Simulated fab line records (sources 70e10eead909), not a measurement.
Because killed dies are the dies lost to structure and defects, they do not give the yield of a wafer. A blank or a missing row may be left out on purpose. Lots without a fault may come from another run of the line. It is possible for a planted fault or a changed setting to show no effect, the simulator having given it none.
Problem report, 8D (eight disciplines) form, completed by code + flow nandHarc + the parts of the form that need people (team, actions taken, sign-off) are left out

1. WHAT WENT WRONG
At NHARC_A_CHANNEL_HOLE_D2_CD_MEAS_10, cdNm averages 77.1 nm over 6 wafers from 2 lots, while fault-free wafers read 100.0 nm, standard deviation 0.41. Measured from the usual mean, that is -56 standard deviations.
The step: target cd 100 nm.
Earliest sighting: wafer L829.1 on cdSem-01 at day 16 16:42. Wafers with a number at this step in the record: 42, from 14 lots. Rule for "out" (also "out of limits"): further than 4 standard deviations from the usual mean. The other wafers with a number count as sound.

2. WHAT IT IS, AND WHAT IT ISN'T
| question                    | is                     | is not                                                                                 |
|-----------------------------|------------------------|----------------------------------------------------------------------------------------|
| which readings at this step | cdNm                   | -                                                                                      |
| which lots                  | L829, L830             | L817, L819, L820, L821, L823, L824, L825, L826, L836, L838, L839, L840                 |
| which wafers of those lots  | all that have a number | -                                                                                      |
| read on which gauges        | cdSem-01, cdSem-02     | cdSem-03                                                                               |
| when                        | from day 16 16:42      | up to then (24 sound wafers); but 12 sound wafers of L836, L838, L839, L840 came after |

3. SUSPECTS, AND WHAT RULES EACH OUT
Counting: a tool at a process step up to the reading stays a suspect if it ran every lot that is out and no sound lot after the first of them.
- ruled out: the gauge at NHARC_A_CHANNEL_HOLE_D2_CD_MEAS_10. 2 gauges (cdSem-01, cdSem-02) read the wafers that are out.
- arfiScanner-01 at NHARC_A_CHANNEL_HOLE_D2_EXPOSE_07 (exposes mask HOLE D2, target cd 100 nm): kept. It processed each lot that is out, first L829 at day 16 16:34, and no sound lot thereafter; up to then, the last sound lot it processed was L826 at day 16 03:19. On those wafers its own readings are out: exposureDoseMJCm2.
Left after counting: arfiScanner-01 at NHARC_A_CHANNEL_HOLE_D2_EXPOSE_07.

4. THE CAUSE (what the simulator had put in)
Process parameters drifting: arfiScanner-01 at NHARC_A_CHANNEL_HOLE_D2_EXPOSE_07, beginning at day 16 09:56. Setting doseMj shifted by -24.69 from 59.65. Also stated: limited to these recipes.
Only this tool survived the counting.

5. THE EFFECT CHAIN, in route order
One row per reading whose mean, taken over the struck wafers that have a number, lies over 3 standard deviations from the usual. Scope: only readings with a usual standard deviation given in the record; hours: median across lots of the time from each lot's start at the first step in this table that gives one to its start at this step; sigmas: change in usual standard deviations.
| hours | step                               | reading           | usual    | on struck wafers | change | sigmas |
|-------|------------------------------------|-------------------|----------|------------------|--------|--------|
| 0     | NHARC_A_CHANNEL_HOLE_D2_EXPOSE_07  | exposureDoseMJCm2 | 60.0     | 38.4             | -21.6  | -45    |
| 0     | NHARC_A_CHANNEL_HOLE_D2_CD_MEAS_10 | cdNm              | 100.0 nm | 77.1             | -22.9  | -56    |
| 1     | NHARC_A_CHANNEL_HOLE_D2_CD_MEAS_18 | cdNm              | 99.6 nm  | 76.0             | -23.5  | -16    |
| 9     | NHARC_A_CHANNEL_HOLE_D2_CD_MEAS_31 | cdNm              | 89.7 nm  | 67.3             | -22.4  | -25    |
| 9     | NHARC_A_CHANNEL_HOLE_D2_XSEM_32    | botCdNm           | 74.3 nm  | 51.8             | -22.5  | -20    |
Its process steps:
- NHARC_A_CHANNEL_HOLE_D2_EXPOSE_07: exposes mask HOLE D2, target cd 100 nm.
- NHARC_A_CHANNEL_HOLE_D2_XSEM_32

6. WHAT WOULD HAVE CAUGHT IT SOONER
In this record the first reading out of limits at a measuring or inspecting step was taken at day 16 16:42, 7 hours after the fault began at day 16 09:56.
At NHARC_A_CHANNEL_HOLE_D2_EXPOSE_07, the tool's own readings (exposureDoseMJCm2) were out on each struck wafer the step has a row for, so an alarm limit on them would have fired on the first such wafer.
L830, from the lots that are out (2), started NHARC_A_CHANNEL_HOLE_D2_EXPOSE_07 on arfiScanner-01 later than day 16 16:42. Putting the tool on hold at that point would have spared it.
